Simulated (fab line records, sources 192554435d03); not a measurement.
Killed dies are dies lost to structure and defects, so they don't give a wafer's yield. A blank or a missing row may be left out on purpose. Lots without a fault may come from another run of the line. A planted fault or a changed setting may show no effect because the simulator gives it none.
One fault seen from 2 desks | flow n5_finfet | each desk has only its own numbers; what lay behind them comes last

THE TOOL OWNER'S DESK: krf_scanner-02
The tool's own readings at N5_PASSIVATION_EXPOSE_41 (exposes mask PASS OPEN, defocus 0 nm, target cd 40000 nm): means of the sampled wafers that have a number, for each lot that ran on this tool. A lot is out of limits, marked OUT, if its mean lies more than 4 standard deviations from the usual mean; the brackets give that distance.
Columns: A = focus_offset_nm at N5_PASSIVATION_EXPOSE_41, usual -0.1 nm
lot  | first seen here | A
L128 | day 14 01:33    | -0.7
L131 | day 14 08:02    | -0.2
L133 | day 15 14:05    | -0.5
L136 | day 16 08:05    | -0.0
L138 | day 17 02:17    | -0.0
This desk's finding: nothing out of limits on any of the 5 lots.

THE METROLOGY DESK
What the gauges read, lot by lot, whatever tool the lot ran on: means of the sampled wafers that have a number. A lot is out of limits, marked OUT, if its mean lies more than 4 standard deviations from the usual mean; the brackets give that distance.
Columns: A = M15_THK at N5_BEOL_M15_THK_MEAS_50, usual 838 nm; B = cd_nm at N5_PASSIVATION_CD_MEAS_44, usual 40001 nm
lot  | first seen here | A   | B
L129 | day 13 09:39    | 828 | 40001
L128 | day 13 15:50    | 831 | 40005
L131 | day 13 22:15    | 849 | 40005
L130 | day 14 06:24    | 855 | 39997
L134 | day 14 07:40    | 861 | 39998
L133 | day 14 11:44    | 857 | 40007
L136 | day 15 21:36    | 833 | 40003
L137 | day 16 01:58    | 833 | 39998
L138 | day 16 10:37    | 819 | 40016 (+4.3) OUT
L149 | day 18 21:14    | 849 | 40000
L151 | day 19 03:52    | 850 | 39999
This desk's finding: out of limits on L138; first on L138, day 17 02:28 (cd_nm at N5_PASSIVATION_CD_MEAS_44). In limits: L129, L128, L131, L130, L134, L133, L136, L137, L149, L151.

PUT TOGETHER
The metrology desk could have raised an alarm at day 17 02:28, on L138.
The tool owner's desk saw nothing out of limits.
The tool owner's desk has L138 on record, within its limits.
Of the lots named, all ran N5_PASSIVATION_EXPOSE_41 on krf_scanner-02.

WHAT THE SIMULATOR HAD PUT IN
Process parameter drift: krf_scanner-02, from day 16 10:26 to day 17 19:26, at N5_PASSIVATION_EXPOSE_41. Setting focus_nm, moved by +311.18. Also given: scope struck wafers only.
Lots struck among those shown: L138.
Hours from the fault's start to each desk's first reading out of limits: the metrology desk, 16.
